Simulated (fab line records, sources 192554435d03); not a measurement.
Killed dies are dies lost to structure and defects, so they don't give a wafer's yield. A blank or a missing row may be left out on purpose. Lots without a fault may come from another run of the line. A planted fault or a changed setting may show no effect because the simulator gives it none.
Which tool did it? | flow n5_finfet | 12 lots, 36 wafers sampled, at 1 step of a route of 1938

WHAT THE GAUGES READ, wafer by wafer
N5_BEOL_M5_CD_MEAS_28: target cd 30.6 nm, target cd y 20 nm.
lot  | measured     | on        | cd_nm (nm)
L074 | day 8 02:46  | cd_sem-01 | 31.07 30.77 30.50
L077 | day 8 18:24  | cd_sem-03 | 30.63 30.56 30.65
L078 | day 9 09:30  | cd_sem-01 | 30.65 30.73 30.78
L081 | day 9 17:08  | cd_sem-02 | 30.91 30.56 30.37
L083 | day 10 03:25 | cd_sem-03 | 30.39 30.41 30.14
L087 | day 11 07:46 | cd_sem-02 | 31.03 31.05 30.70
L086 | day 11 14:29 | cd_sem-03 | 30.88 30.73 30.78
L089 | day 12 09:53 | cd_sem-01 | 31.08 30.38 30.66
L092 | day 12 15:11 | cd_sem-01 | 30.93 31.36 30.61
L093 | day 12 15:17 | cd_sem-03 | 30.79 30.79 30.94
L095 | day 13 12:19 | cd_sem-03 | 31.16 30.71 30.75
L097 | day 14 02:40 | cd_sem-01 | 31.15 30.84 30.72

WHICH TOOL RAN EACH LOT (tool, then ch and the chambers of the sampled wafers, then the start)
The record holds no process step before these readings.

THE ANSWER, worked out from the rows above alone
Rule: what is usual is taken from the lots themselves. Put in order of their means at a reading, lots are off if they are a third of the lots or fewer, leave a main group of 4 or more, and stand apart from it by a gap of 3 or more times the standard deviation of the main group's means; of several such gaps the widest counts. A main group whose means are all the same, to the digits that the tables above print for the reading, isn't used. A lot without any number at a reading at which 4 lots or more have one is off too. The other lots that the step has rows for count as sound.
No lot is off at any reading shown: from this, nothing can be told.

WHAT THE SIMULATOR HAD PUT IN
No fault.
